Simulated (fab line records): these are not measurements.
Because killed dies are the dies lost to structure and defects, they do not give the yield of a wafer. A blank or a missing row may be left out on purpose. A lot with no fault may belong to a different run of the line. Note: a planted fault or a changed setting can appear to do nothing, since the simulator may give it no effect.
fab line records :: flow n5Finfet
record
  lots=12
  wafers=31
  lastDay=19
route steps=1938 shown BEOL_M11@1586 BEOL_M12@1618
lots untouched by any fault: they come from a run of this same line in which no faults occurred
startH: hours from the record's first day to the start of the lot's first wafer shown :: waitH: hours elapsed since this lot's preceding step :: " same as the row above :: L1.1+2: a row that stands for several wafers :: - no value present, or no start provided :: * or withheld: withheld :: < > ~ a bound
route shown NAME@n: names a module that has steps shown in the file, with the first one's number in the route :: usual: mean/standard deviation taken from wafers without a fault :: same: alike in all rows :: chamber/n: place in a boat :: sites: readings site by site :: _std_site: their standard deviation :: _edge_site: mean of outer sites minus mean of inner sites :: radiusMm: how far each site lies from the wafer's centre :: mask NAME#n: copy n :: behind: tool/chamber where the wafer was last shaped :: hold: the reason the lot was held/the length of the hold in hours/how it ended :: device: the transistor (n, p or np) that didn't switch :: end of line: tests run on the same wafers once the route is complete :: for a step that has no rows: nothing shown but its recipe :: killed: dies lost to structure and defects at the first sort, not the wafer's yield :: map: shows each die of a wafer: x if killed, . if not, _ if none is there
set.NAME: the run value of the setting; set.NAME@STEP: its run value at that earlier step :: model.NAME: the simulator's own value behind a step, which no gauge read
the route's steps for a sample of lots (tables are steps, rows are wafers)
services: the hour from which a tool's chamber was out of use, counted from the record's first day as startH (under 0 if before that day), plus the number of hours and why
## steps
# step N5_BEOL_M11_CD_MEAS_35
# recipe
  targetCdNm=70
  polarity=opening
# usual
  cdNm=69.4/0.95
lot.wafer: L551.3
tool: cdSem-02
chamber: -
startH: 257.99
waitH: 0.0
cdNm: 70.7

lot.wafer: L551.4
tool: cdSem-02
chamber: -
startH: 257.99
waitH: 0.0
cdNm: 69.8

lot.wafer: L551.5
tool: cdSem-02
chamber: -
startH: 257.99
waitH: 0.0
cdNm: 70.0

lot.wafer: L552.1
tool: cdSem-01
chamber: -
startH: 261.33
waitH: 0.0
cdNm: 69.8

lot.wafer: L552.4
tool: cdSem-01
chamber: -
startH: 261.33
waitH: 0.0
cdNm: 68.6

lot.wafer: L554.1
tool: cdSem-03
chamber: -
startH: 276.54
waitH: 0.0
cdNm: 68.1

lot.wafer: L554.6
tool: cdSem-03
chamber: -
startH: 276.54
waitH: 0.0
cdNm: 69.1

lot.wafer: L553.1
tool: cdSem-02
chamber: -
startH: 279.05
waitH: 0.0
cdNm: 68.3

lot.wafer: L553.6
tool: cdSem-02
chamber: -
startH: 279.05
waitH: 0.0
cdNm: 68.5

lot.wafer: L555.4
tool: cdSem-01
chamber: -
startH: 279.12
waitH: 0.0
cdNm: 67.7

lot.wafer: L555.6
tool: cdSem-01
chamber: -
startH: 279.12
waitH: 0.0
cdNm: 70.4

lot.wafer: L557.2
tool: cdSem-01
chamber: -
startH: 293.63
waitH: 0.0
cdNm: 69.7

lot.wafer: L557.3
tool: cdSem-01
chamber: -
startH: 293.63
waitH: 0.0
cdNm: 70.3

lot.wafer: L557.4
tool: cdSem-01
chamber: -
startH: 293.63
waitH: 0.0
cdNm: 69.6

lot.wafer: L556.2
tool: cdSem-01
chamber: -
startH: 295.85
waitH: 0.0
cdNm: 69.4

lot.wafer: L556.4
tool: cdSem-01
chamber: -
startH: 295.85
waitH: 0.0
cdNm: 68.7

lot.wafer: L556.5
tool: cdSem-01
chamber: -
startH: 295.85
waitH: 0.0
cdNm: 70.0

lot.wafer: L560.1
tool: cdSem-01
chamber: -
startH: 305.46
waitH: 0.0
cdNm: 68.5

lot.wafer: L560.6
tool: cdSem-01
chamber: -
startH: 305.46
waitH: 0.0
cdNm: 69.3

lot.wafer: L559.3
tool: cdSem-03
chamber: -
startH: 311.05
waitH: 0.0
cdNm: 69.1

lot.wafer: L559.4
tool: cdSem-03
chamber: -
startH: 311.05
waitH: 0.0
cdNm: 69.0

lot.wafer: L559.5
tool: cdSem-03
chamber: -
startH: 311.05
waitH: 0.0
cdNm: 69.9

lot.wafer: L565.4
tool: cdSem-02
chamber: -
startH: 350.34
waitH: 0.0
cdNm: 69.6

lot.wafer: L565.5
tool: cdSem-02
chamber: -
startH: 350.34
waitH: 0.0
cdNm: 68.1

lot.wafer: L565.6
tool: cdSem-02
chamber: -
startH: 350.34
waitH: 0.0
cdNm: 68.9

lot.wafer: L567.1
tool: cdSem-02
chamber: -
startH: 361.87
waitH: 0.0
cdNm: 68.8

lot.wafer: L567.2
tool: cdSem-02
chamber: -
startH: 361.87
waitH: 0.0
cdNm: 69.9

lot.wafer: L567.5
tool: cdSem-02
chamber: -
startH: 361.87
waitH: 0.0
cdNm: 69.5

lot.wafer: L566.1
tool: cdSem-03
chamber: -
startH: 362.13
waitH: 0.0
cdNm: 68.1

lot.wafer: L566.3
tool: cdSem-03
chamber: -
startH: 362.13
waitH: 0.0
cdNm: 68.8

lot.wafer: L566.4
tool: cdSem-03
chamber: -
startH: 362.13
waitH: 0.0
cdNm: 69.1
# step N5_BEOL_M11_DEGAS_44
# recipe
  ambient=vacuum
  tempC=250
  timeS=60
# usual
  heaterPowerW=326/31
lot.wafer: L551.3
tool: pvdSputter-03
chamber: -
startH: 258.48
waitH: 0.3
heaterPowerW: 257

lot.wafer: L551.4
tool: pvdSputter-03
chamber: -
startH: 258.48
waitH: 0.3
heaterPowerW: 331

lot.wafer: L551.5
tool: pvdSputter-03
chamber: -
startH: 258.48
waitH: 0.3
heaterPowerW: 263

lot.wafer: L552.1
tool: pvdSputter-03
chamber: -
startH: 261.94
waitH: 0.5
heaterPowerW: 298

lot.wafer: L552.4
tool: pvdSputter-03
chamber: -
startH: 261.94
waitH: 0.5
heaterPowerW: 334

lot.wafer: L554.1
tool: pvdSputter-01
chamber: -
startH: 278.65
waitH: 2.0
heaterPowerW: 331

lot.wafer: L554.6
tool: pvdSputter-01
chamber: -
startH: 278.65
waitH: 2.0
heaterPowerW: 300

lot.wafer: L553.1
tool: pvdSputter-02
chamber: -
startH: 279.41
waitH: 0.3
heaterPowerW: 368

lot.wafer: L553.6
tool: pvdSputter-02
chamber: -
startH: 279.41
waitH: 0.3
heaterPowerW: 329

lot.wafer: L555.4
tool: pvdSputter-02
chamber: -
startH: 279.97
waitH: 0.4
heaterPowerW: 321

lot.wafer: L555.6
tool: pvdSputter-02
chamber: -
startH: 279.97
waitH: 0.4
heaterPowerW: 357

lot.wafer: L557.2
tool: pvdSputter-03
chamber: -
startH: 294.33
waitH: 0.5
heaterPowerW: 332

lot.wafer: L557.3
tool: pvdSputter-03
chamber: -
startH: 294.33
waitH: 0.5
heaterPowerW: 351

lot.wafer: L557.4
tool: pvdSputter-03
chamber: -
startH: 294.33
waitH: 0.5
heaterPowerW: 298

lot.wafer: L556.2
tool: pvdSputter-01
chamber: -
startH: 298.00
waitH: 1.8
heaterPowerW: 369

lot.wafer: L556.4
tool: pvdSputter-01
chamber: -
startH: 298.00
waitH: 1.8
heaterPowerW: 326

lot.wafer: L556.5
tool: pvdSputter-01
chamber: -
startH: 298.00
waitH: 1.8
heaterPowerW: 302

lot.wafer: L560.1
tool: pvdSputter-03
chamber: -
startH: 306.01
waitH: 0.5
heaterPowerW: 263

lot.wafer: L560.6
tool: pvdSputter-03
chamber: -
startH: 306.01
waitH: 0.5
heaterPowerW: 335

lot.wafer: L559.3
tool: pvdSputter-01
chamber: -
startH: 312.91
waitH: 1.2
heaterPowerW: 325

lot.wafer: L559.4
tool: pvdSputter-01
chamber: -
startH: 312.91
waitH: 1.2
heaterPowerW: 369

lot.wafer: L559.5
tool: pvdSputter-01
chamber: -
startH: 312.91
waitH: 1.2
heaterPowerW: 329

lot.wafer: L565.4
tool: pvdSputter-01
chamber: -
startH: 351.01
waitH: 0.2
heaterPowerW: 309

lot.wafer: L565.5
tool: pvdSputter-01
chamber: -
startH: 351.01
waitH: 0.2
heaterPowerW: 325

lot.wafer: L565.6
tool: pvdSputter-01
chamber: -
startH: 351.01
waitH: 0.2
heaterPowerW: 302

lot.wafer: L567.1
tool: pvdSputter-01
chamber: -
startH: 362.62
waitH: 0.5
heaterPowerW: 300

lot.wafer: L567.2
tool: pvdSputter-01
chamber: -
startH: 362.62
waitH: 0.5
heaterPowerW: 307

lot.wafer: L567.5
tool: pvdSputter-01
chamber: -
startH: 362.62
waitH: 0.5
heaterPowerW: 298

lot.wafer: L566.1
tool: pvdSputter-01
chamber: -
startH: 363.42
waitH: 1.1
heaterPowerW: 297

lot.wafer: L566.3
tool: pvdSputter-01
chamber: -
startH: 363.42
waitH: 1.1
heaterPowerW: 347

lot.wafer: L566.4
tool: pvdSputter-01
chamber: -
startH: 363.42
waitH: 1.1
heaterPowerW: 298
# step N5_BEOL_M12_STRIP_63
# recipe
  chemistry=N2/H2
  powerW=1000
  tempC=250
  h2Frac=0.65
  overashFraction=0.3
  pressureMtorr=1000
  n2FlowSccm=1750
  h2FlowSccm=3250
# usual
  chamberPressureMTorr=1000.0/0.88
  drypumpMotorCurrentA=5.6/0.32
  heaterPowerW=328/12
  oesProductAu=0.693/0.0047
  stripTimeToEndpointS=42.2/1.1
lot.wafer: L551.3
tool: plasmaAsher-02
chamber: 0
startH: 263.31
waitH: -
chamberPressureMTorr: 999.8
drypumpMotorCurrentA: 5.3
heaterPowerW: 339
oesProductAu: 0.683
rfHoursCounterH: -
stripTimeToEndpointS: 44.0

lot.wafer: L551.4
tool: plasmaAsher-02
chamber: 1
startH: 263.31
waitH: -
chamberPressureMTorr: 1000.6
drypumpMotorCurrentA: 5.5
heaterPowerW: 322
oesProductAu: 0.691
rfHoursCounterH: -
stripTimeToEndpointS: 43.4

lot.wafer: L551.5
tool: plasmaAsher-02
chamber: 0
startH: 263.31
waitH: -
chamberPressureMTorr: 999.9
drypumpMotorCurrentA: 5.3
heaterPowerW: 346
oesProductAu: 0.692
rfHoursCounterH: -
stripTimeToEndpointS: 42.5

lot.wafer: L552.1
tool: plasmaAsher-02
chamber: 0
startH: 265.62
waitH: -
chamberPressureMTorr: 999.4
drypumpMotorCurrentA: 5.3
heaterPowerW: 346
oesProductAu: 0.691
rfHoursCounterH: 72
stripTimeToEndpointS: 42.6

lot.wafer: L552.4
tool: plasmaAsher-02
chamber: 1
startH: 265.62
waitH: -
chamberPressureMTorr: 999.7
drypumpMotorCurrentA: 5.5
heaterPowerW: 321
oesProductAu: 0.694
rfHoursCounterH: -
stripTimeToEndpointS: 42.9

lot.wafer: L554.1
tool: plasmaAsher-01
chamber: 1
startH: 281.41
waitH: -
chamberPressureMTorr: 1001.1
drypumpMotorCurrentA: 5.7
heaterPowerW: 313
oesProductAu: 0.699
rfHoursCounterH: 129
stripTimeToEndpointS: 43.5

lot.wafer: L554.6
tool: plasmaAsher-01
chamber: 1
startH: 281.41
waitH: -
chamberPressureMTorr: 1001.1
drypumpMotorCurrentA: 5.7
heaterPowerW: 317
oesProductAu: 0.692
rfHoursCounterH: -
stripTimeToEndpointS: 42.9

lot.wafer: L553.1
tool: plasmaAsher-01
chamber: 1
startH: 282.16
waitH: -
chamberPressureMTorr: 1000.6
drypumpMotorCurrentA: 5.7
heaterPowerW: 319
oesProductAu: 0.693
rfHoursCounterH: 129
stripTimeToEndpointS: 41.9

lot.wafer: L553.6
tool: plasmaAsher-01
chamber: 0
startH: 282.16
waitH: -
chamberPressureMTorr: 999.1
drypumpMotorCurrentA: 6.2
heaterPowerW: 332
oesProductAu: 0.695
rfHoursCounterH: -
stripTimeToEndpointS: 40.9

lot.wafer: L555.4
tool: plasmaAsher-02
chamber: 1
startH: 283.21
waitH: -
chamberPressureMTorr: 1000.4
drypumpMotorCurrentA: 5.5
heaterPowerW: 320
oesProductAu: 0.694
rfHoursCounterH: -
stripTimeToEndpointS: 40.2

lot.wafer: L555.6
tool: plasmaAsher-02
chamber: 0
startH: 283.21
waitH: -
chamberPressureMTorr: 999.4
drypumpMotorCurrentA: 5.3
heaterPowerW: 351
oesProductAu: 0.693
rfHoursCounterH: -
stripTimeToEndpointS: 43.2

lot.wafer: L557.2
tool: plasmaAsher-01
chamber: 0
startH: 297.69
waitH: -
chamberPressureMTorr: 1000.3
drypumpMotorCurrentA: 6.2
heaterPowerW: 330
oesProductAu: 0.701
rfHoursCounterH: 133
stripTimeToEndpointS: 43.7

lot.wafer: L557.3
tool: plasmaAsher-01
chamber: 0
startH: 297.69
waitH: -
chamberPressureMTorr: 1000.7
drypumpMotorCurrentA: 6.2
heaterPowerW: 333
oesProductAu: 0.703
rfHoursCounterH: -
stripTimeToEndpointS: 42.1

lot.wafer: L557.4
tool: plasmaAsher-01
chamber: 1
startH: 297.69
waitH: -
chamberPressureMTorr: 999.4
drypumpMotorCurrentA: 5.7
heaterPowerW: 319
oesProductAu: 0.695
rfHoursCounterH: -
stripTimeToEndpointS: 41.8

lot.wafer: L556.2
tool: plasmaAsher-01
chamber: 0
startH: 300.68
waitH: -
chamberPressureMTorr: 1000.3
drypumpMotorCurrentA: 6.2
heaterPowerW: 334
oesProductAu: 0.693
rfHoursCounterH: 134
stripTimeToEndpointS: 42.0

lot.wafer: L556.4
tool: plasmaAsher-01
chamber: 1
startH: 300.68
waitH: -
chamberPressureMTorr: 1000.2
drypumpMotorCurrentA: 5.7
heaterPowerW: 315
oesProductAu: 0.692
rfHoursCounterH: -
stripTimeToEndpointS: 41.5

lot.wafer: L556.5
tool: plasmaAsher-01
chamber: 0
startH: 300.68
waitH: -
chamberPressureMTorr: 999.7
drypumpMotorCurrentA: 6.2
heaterPowerW: 327
oesProductAu: 0.686
rfHoursCounterH: -
stripTimeToEndpointS: 41.3

lot.wafer: L560.1
tool: plasmaAsher-01
chamber: 1
startH: 308.62
waitH: -
chamberPressureMTorr: 999.3
drypumpMotorCurrentA: 5.7
heaterPowerW: 314
oesProductAu: 0.697
rfHoursCounterH: 135
stripTimeToEndpointS: 41.6

lot.wafer: L560.6
tool: plasmaAsher-01
chamber: 1
startH: 308.62
waitH: -
chamberPressureMTorr: 1000.6
drypumpMotorCurrentA: 5.6
heaterPowerW: 325
oesProductAu: 0.681
rfHoursCounterH: -
stripTimeToEndpointS: 40.8

lot.wafer: L559.3
tool: plasmaAsher-02
chamber: 0
startH: 315.51
waitH: -
chamberPressureMTorr: 1001.0
drypumpMotorCurrentA: 5.3
heaterPowerW: 341
oesProductAu: 0.692
rfHoursCounterH: -
stripTimeToEndpointS: 42.6

lot.wafer: L559.4
tool: plasmaAsher-02
chamber: 1
startH: 315.51
waitH: -
chamberPressureMTorr: 999.3
drypumpMotorCurrentA: 5.5
heaterPowerW: 321
oesProductAu: 0.693
rfHoursCounterH: -
stripTimeToEndpointS: 41.0

lot.wafer: L559.5
tool: plasmaAsher-02
chamber: 0
startH: 315.51
waitH: -
chamberPressureMTorr: 1000.0
drypumpMotorCurrentA: 5.3
heaterPowerW: 343
oesProductAu: 0.694
rfHoursCounterH: -
stripTimeToEndpointS: 40.9

lot.wafer: L565.4
tool: plasmaAsher-02
chamber: 0
startH: 357.05
waitH: -
chamberPressureMTorr: -
drypumpMotorCurrentA: -
heaterPowerW: -
oesProductAu: -
rfHoursCounterH: -
stripTimeToEndpointS: -

lot.wafer: L565.5
tool: plasmaAsher-02
chamber: 0
startH: 357.05
waitH: -
chamberPressureMTorr: -
drypumpMotorCurrentA: -
heaterPowerW: -
oesProductAu: -
rfHoursCounterH: -
stripTimeToEndpointS: -

lot.wafer: L565.6
tool: plasmaAsher-02
chamber: 1
startH: 357.05
waitH: -
chamberPressureMTorr: -
drypumpMotorCurrentA: -
heaterPowerW: -
oesProductAu: -
rfHoursCounterH: -
stripTimeToEndpointS: -

lot.wafer: L567.1
tool: plasmaAsher-02
chamber: 1
startH: 368.10
waitH: -
chamberPressureMTorr: -
drypumpMotorCurrentA: -
heaterPowerW: -
oesProductAu: -
rfHoursCounterH: -
stripTimeToEndpointS: -

lot.wafer: L567.2
tool: plasmaAsher-02
chamber: 0
startH: 368.10
waitH: -
chamberPressureMTorr: -
drypumpMotorCurrentA: -
heaterPowerW: -
oesProductAu: -
rfHoursCounterH: -
stripTimeToEndpointS: -

lot.wafer: L567.5
tool: plasmaAsher-02
chamber: 1
startH: 368.10
waitH: -
chamberPressureMTorr: -
drypumpMotorCurrentA: -
heaterPowerW: -
oesProductAu: -
rfHoursCounterH: -
stripTimeToEndpointS: -

lot.wafer: L566.1
tool: plasmaAsher-02
chamber: 0
startH: 368.65
waitH: -
chamberPressureMTorr: -
drypumpMotorCurrentA: -
heaterPowerW: -
oesProductAu: -
rfHoursCounterH: -
stripTimeToEndpointS: -

lot.wafer: L566.3
tool: plasmaAsher-02
chamber: 0
startH: 368.65
waitH: -
chamberPressureMTorr: -
drypumpMotorCurrentA: -
heaterPowerW: -
oesProductAu: -
rfHoursCounterH: -
stripTimeToEndpointS: -

lot.wafer: L566.4
tool: plasmaAsher-02
chamber: 1
startH: 368.65
waitH: -
chamberPressureMTorr: -
drypumpMotorCurrentA: -
heaterPowerW: -
oesProductAu: -
rfHoursCounterH: -
stripTimeToEndpointS: -
# step N5_BEOL_M12_STRIP_64
# recipe
  chemistry=N2/H2
  powerW=1000
  tempC=250
  h2Frac=0.65
  overashFraction=0.3
  pressureMtorr=withheld
  n2FlowSccm=1750
  h2FlowSccm=3250
# usual
  drypumpMotorCurrentA=5.6/0.32
  h2FlowSccm=3250/8.7
  heaterPowerW=327/12
  oesProductAu=0.715/0.0046
  stripTimeToEndpointS=31.29/0.081
lot.wafer: L551.3
tool: plasmaAsher-02
chamber: 0
startH: 263.37
waitH: 0.0
drypumpMotorCurrentA: 5.3
h2FlowSccm: 3247
heaterPowerW: 346
oesProductAu: 0.716
rfHoursCounterH: -
stripTimeToEndpointS: 31.27

lot.wafer: L551.4
tool: plasmaAsher-02
chamber: 1
startH: 263.37
waitH: 0.0
drypumpMotorCurrentA: 5.5
h2FlowSccm: 3250
heaterPowerW: 318
oesProductAu: 0.717
rfHoursCounterH: -
stripTimeToEndpointS: 31.37

lot.wafer: L551.5
tool: plasmaAsher-02
chamber: 0
startH: 263.37
waitH: 0.0
drypumpMotorCurrentA: 5.3
h2FlowSccm: 3249
heaterPowerW: 347
oesProductAu: 0.713
rfHoursCounterH: -
stripTimeToEndpointS: 31.31

lot.wafer: L552.1
tool: plasmaAsher-02
chamber: 0
startH: 265.68
waitH: 0.0
drypumpMotorCurrentA: 5.3
h2FlowSccm: 3243
heaterPowerW: 347
oesProductAu: 0.719
rfHoursCounterH: 72
stripTimeToEndpointS: 31.34

lot.wafer: L552.4
tool: plasmaAsher-02
chamber: 1
startH: 265.68
waitH: 0.0
drypumpMotorCurrentA: 5.5
h2FlowSccm: 3262
heaterPowerW: 316
oesProductAu: 0.722
rfHoursCounterH: -
stripTimeToEndpointS: 31.30

lot.wafer: L554.1
tool: plasmaAsher-01
chamber: 1
startH: 281.47
waitH: 0.0
drypumpMotorCurrentA: 5.6
h2FlowSccm: 3256
heaterPowerW: 322
oesProductAu: 0.716
rfHoursCounterH: 129
stripTimeToEndpointS: 31.27

lot.wafer: L554.6
tool: plasmaAsher-01
chamber: 1
startH: 281.47
waitH: 0.0
drypumpMotorCurrentA: 5.6
h2FlowSccm: 3263
heaterPowerW: 318
oesProductAu: 0.723
rfHoursCounterH: -
stripTimeToEndpointS: 31.23

lot.wafer: L553.1
tool: plasmaAsher-01
chamber: 1
startH: 282.22
waitH: 0.0
drypumpMotorCurrentA: 5.7
h2FlowSccm: 3249
heaterPowerW: 326
oesProductAu: 0.707
rfHoursCounterH: 129
stripTimeToEndpointS: 31.27

lot.wafer: L553.6
tool: plasmaAsher-01
chamber: 0
startH: 282.22
waitH: 0.0
drypumpMotorCurrentA: 6.2
h2FlowSccm: 3258
heaterPowerW: 330
oesProductAu: 0.719
rfHoursCounterH: -
stripTimeToEndpointS: 31.21

lot.wafer: L555.4
tool: plasmaAsher-02
chamber: 1
startH: 283.27
waitH: 0.0
drypumpMotorCurrentA: 5.5
h2FlowSccm: 3252
heaterPowerW: 319
oesProductAu: 0.721
rfHoursCounterH: -
stripTimeToEndpointS: 31.28

lot.wafer: L555.6
tool: plasmaAsher-02
chamber: 0
startH: 283.27
waitH: 0.0
drypumpMotorCurrentA: 5.3
h2FlowSccm: 3241
heaterPowerW: 342
oesProductAu: 0.715
rfHoursCounterH: -
stripTimeToEndpointS: 31.30

lot.wafer: L557.2
tool: plasmaAsher-01
chamber: 0
startH: 297.75
waitH: 0.0
drypumpMotorCurrentA: 6.2
h2FlowSccm: 3249
heaterPowerW: 323
oesProductAu: 0.720
rfHoursCounterH: 133
stripTimeToEndpointS: 31.23

lot.wafer: L557.3
tool: plasmaAsher-01
chamber: 0
startH: 297.75
waitH: 0.0
drypumpMotorCurrentA: 6.2
h2FlowSccm: 3246
heaterPowerW: 331
oesProductAu: 0.715
rfHoursCounterH: -
stripTimeToEndpointS: 31.27

lot.wafer: L557.4
tool: plasmaAsher-01
chamber: 1
startH: 297.75
waitH: 0.0
drypumpMotorCurrentA: 5.6
h2FlowSccm: 3251
heaterPowerW: 326
oesProductAu: 0.718
rfHoursCounterH: -
stripTimeToEndpointS: 31.32

lot.wafer: L556.2
tool: plasmaAsher-01
chamber: 0
startH: 300.74
waitH: 0.0
drypumpMotorCurrentA: 6.2
h2FlowSccm: 3265
heaterPowerW: 334
oesProductAu: 0.715
rfHoursCounterH: 134
stripTimeToEndpointS: 31.20

lot.wafer: L556.4
tool: plasmaAsher-01
chamber: 1
startH: 300.74
waitH: 0.0
drypumpMotorCurrentA: 5.7
h2FlowSccm: 3236
heaterPowerW: 319
oesProductAu: 0.712
rfHoursCounterH: -
stripTimeToEndpointS: 31.11

lot.wafer: L556.5
tool: plasmaAsher-01
chamber: 0
startH: 300.74
waitH: 0.0
drypumpMotorCurrentA: 6.2
h2FlowSccm: 3242
heaterPowerW: 336
oesProductAu: 0.712
rfHoursCounterH: -
stripTimeToEndpointS: 31.13

lot.wafer: L560.1
tool: plasmaAsher-01
chamber: 1
startH: 308.68
waitH: 0.0
drypumpMotorCurrentA: 5.6
h2FlowSccm: 3243
heaterPowerW: 317
oesProductAu: 0.725
rfHoursCounterH: 135
stripTimeToEndpointS: 31.14

lot.wafer: L560.6
tool: plasmaAsher-01
chamber: 1
startH: 308.68
waitH: 0.0
drypumpMotorCurrentA: 5.7
h2FlowSccm: 3255
heaterPowerW: 322
oesProductAu: 0.717
rfHoursCounterH: -
stripTimeToEndpointS: 31.21

lot.wafer: L559.3
tool: plasmaAsher-02
chamber: 0
startH: 315.57
waitH: 0.0
drypumpMotorCurrentA: 5.3
h2FlowSccm: 3249
heaterPowerW: 338
oesProductAu: 0.716
rfHoursCounterH: -
stripTimeToEndpointS: 31.25

lot.wafer: L559.4
tool: plasmaAsher-02
chamber: 1
startH: 315.57
waitH: 0.0
drypumpMotorCurrentA: 5.5
h2FlowSccm: 3247
heaterPowerW: 319
oesProductAu: 0.715
rfHoursCounterH: -
stripTimeToEndpointS: 31.24

lot.wafer: L559.5
tool: plasmaAsher-02
chamber: 0
startH: 315.57
waitH: 0.0
drypumpMotorCurrentA: 5.3
h2FlowSccm: 3241
heaterPowerW: 334
oesProductAu: 0.711
rfHoursCounterH: -
stripTimeToEndpointS: 31.24

lot.wafer: L565.4
tool: plasmaAsher-02
chamber: 0
startH: 357.11
waitH: 0.0
drypumpMotorCurrentA: 5.3
h2FlowSccm: 3275
heaterPowerW: 340
oesProductAu: 0.793
rfHoursCounterH: -
stripTimeToEndpointS: 64.92

lot.wafer: L565.5
tool: plasmaAsher-02
chamber: 0
startH: 357.11
waitH: 0.0
drypumpMotorCurrentA: 5.3
h2FlowSccm: 3263
heaterPowerW: 337
oesProductAu: 0.799
rfHoursCounterH: -
stripTimeToEndpointS: 64.94

lot.wafer: L565.6
tool: plasmaAsher-02
chamber: 1
startH: 357.11
waitH: 0.0
drypumpMotorCurrentA: 5.5
h2FlowSccm: 3255
heaterPowerW: 318
oesProductAu: 0.798
rfHoursCounterH: -
stripTimeToEndpointS: 64.41

lot.wafer: L567.1
tool: plasmaAsher-02
chamber: 1
startH: 368.16
waitH: 0.0
drypumpMotorCurrentA: 5.5
h2FlowSccm: 3262
heaterPowerW: 311
oesProductAu: 0.783
rfHoursCounterH: 97
stripTimeToEndpointS: 63.53

lot.wafer: L567.2
tool: plasmaAsher-02
chamber: 0
startH: 368.16
waitH: 0.0
drypumpMotorCurrentA: 5.3
h2FlowSccm: 3255
heaterPowerW: 339
oesProductAu: 0.786
rfHoursCounterH: 97
stripTimeToEndpointS: 63.64

lot.wafer: L567.5
tool: plasmaAsher-02
chamber: 1
startH: 368.16
waitH: 0.0
drypumpMotorCurrentA: 5.5
h2FlowSccm: 3256
heaterPowerW: 324
oesProductAu: 0.803
rfHoursCounterH: -
stripTimeToEndpointS: 65.22

lot.wafer: L566.1
tool: plasmaAsher-02
chamber: 0
startH: 368.71
waitH: 0.0
drypumpMotorCurrentA: 5.3
h2FlowSccm: 3234
heaterPowerW: 348
oesProductAu: 0.810
rfHoursCounterH: 97
stripTimeToEndpointS: 65.74

lot.wafer: L566.3
tool: plasmaAsher-02
chamber: 0
startH: 368.71
waitH: 0.0
drypumpMotorCurrentA: 5.3
h2FlowSccm: 3252
heaterPowerW: 344
oesProductAu: 0.817
rfHoursCounterH: -
stripTimeToEndpointS: 66.44

lot.wafer: L566.4
tool: plasmaAsher-02
chamber: 1
startH: 368.71
waitH: 0.0
drypumpMotorCurrentA: 5.5
h2FlowSccm: 3267
heaterPowerW: 314
oesProductAu: 0.808
rfHoursCounterH: -
stripTimeToEndpointS: 65.11
# step N5_BEOL_M12_CD_MEAS_17
# recipe
  targetCdNm=140
  polarity=opening
# usual
  cdNm=139.6/2.7
lot.wafer: L551.3
tool: cdSem-02
chamber: -
startH: 263.50
waitH: 0.0
cdNm: 134.7

lot.wafer: L551.4
tool: cdSem-02
chamber: -
startH: 263.50
waitH: 0.0
cdNm: 137.6

lot.wafer: L551.5
tool: cdSem-02
chamber: -
startH: 263.50
waitH: 0.0
cdNm: 136.5

lot.wafer: L552.1
tool: cdSem-01
chamber: -
startH: 265.83
waitH: 0.0
cdNm: 140.8

lot.wafer: L552.4
tool: cdSem-01
chamber: -
startH: 265.83
waitH: 0.0
cdNm: 141.1

lot.wafer: L554.1
tool: cdSem-03
chamber: -
startH: 281.62
waitH: 0.0
cdNm: 137.0

lot.wafer: L554.6
tool: cdSem-03
chamber: -
startH: 281.62
waitH: 0.0
cdNm: 138.8

lot.wafer: L553.1
tool: cdSem-01
chamber: -
startH: 282.37
waitH: 0.0
cdNm: 141.3

lot.wafer: L553.6
tool: cdSem-01
chamber: -
startH: 282.37
waitH: 0.0
cdNm: 141.5

lot.wafer: L555.4
tool: cdSem-01
chamber: -
startH: 283.40
waitH: 0.0
cdNm: 142.6

lot.wafer: L555.6
tool: cdSem-01
chamber: -
startH: 283.40
waitH: 0.0
cdNm: 139.4

lot.wafer: L557.2
tool: cdSem-03
chamber: -
startH: 297.90
waitH: 0.0
cdNm: 140.5

lot.wafer: L557.3
tool: cdSem-03
chamber: -
startH: 297.90
waitH: 0.0
cdNm: 141.9

lot.wafer: L557.4
tool: cdSem-03
chamber: -
startH: 297.90
waitH: 0.0
cdNm: 138.5

lot.wafer: L556.2
tool: cdSem-01
chamber: -
startH: 300.89
waitH: 0.0
cdNm: 141.0

lot.wafer: L556.4
tool: cdSem-01
chamber: -
startH: 300.89
waitH: 0.0
cdNm: 139.4

lot.wafer: L556.5
tool: cdSem-01
chamber: -
startH: 300.89
waitH: 0.0
cdNm: 138.8

lot.wafer: L560.1
tool: cdSem-03
chamber: -
startH: 308.82
waitH: 0.0
cdNm: 140.3

lot.wafer: L560.6
tool: cdSem-03
chamber: -
startH: 308.82
waitH: 0.0
cdNm: 140.6

lot.wafer: L559.3
tool: cdSem-02
chamber: -
startH: 315.71
waitH: 0.0
cdNm: 137.8

lot.wafer: L559.4
tool: cdSem-02
chamber: -
startH: 315.71
waitH: 0.0
cdNm: 139.0

lot.wafer: L559.5
tool: cdSem-02
chamber: -
startH: 315.71
waitH: 0.0
cdNm: 141.4

lot.wafer: L565.4
tool: cdSem-03
chamber: -
startH: 357.24
waitH: 0.0
cdNm: 141.2

lot.wafer: L565.5
tool: cdSem-03
chamber: -
startH: 357.24
waitH: 0.0
cdNm: 140.3

lot.wafer: L565.6
tool: cdSem-03
chamber: -
startH: 357.24
waitH: 0.0
cdNm: 139.4

lot.wafer: L567.1
tool: cdSem-03
chamber: -
startH: 368.31
waitH: 0.0
cdNm: 140.4

lot.wafer: L567.2
tool: cdSem-03
chamber: -
startH: 368.31
waitH: 0.0
cdNm: 138.1

lot.wafer: L567.5
tool: cdSem-03
chamber: -
startH: 368.31
waitH: 0.0
cdNm: 138.2

lot.wafer: L566.1
tool: cdSem-03
chamber: -
startH: 368.85
waitH: 0.0
cdNm: 141.3

lot.wafer: L566.3
tool: cdSem-03
chamber: -
startH: 368.85
waitH: 0.0
cdNm: 146.2

lot.wafer: L566.4
tool: cdSem-03
chamber: -
startH: 368.85
waitH: 0.0
cdNm: 141.8
## services
tool: plasmaAsher-01
chamber: -
startH: 252.25
hours: 1.5
kind: repair

tool: plasmaAsher-01
chamber: -
startH: 346.04
hours: 28.1
kind: pm
## key
firstSign
  step=N5_BEOL_M12_STRIP_63
  reading=toolRecord
  direction=missing
effect
  step=N5_BEOL_M12_STRIP_64
  reading=stripTimeToEndpointS
  direction=up
  sigmas=99+
  usual=*
  struck=*
metAt N5_BEOL_M12_STRIP_63
struckLots L565,L566,L567
notActingAt N5_BEOL_M11_CD_MEAS_35,N5_BEOL_M11_DEGAS_44,N5_BEOL_M12_CD_MEAS_17
onsetBetween 315.51 357.05
fault
  kind=skippedStepWhole
  tool=plasmaAsher-02
  chamber=-
  onsetH=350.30
  steps=N5_BEOL_M12_STRIP_63
  scope=struckLotsOnly
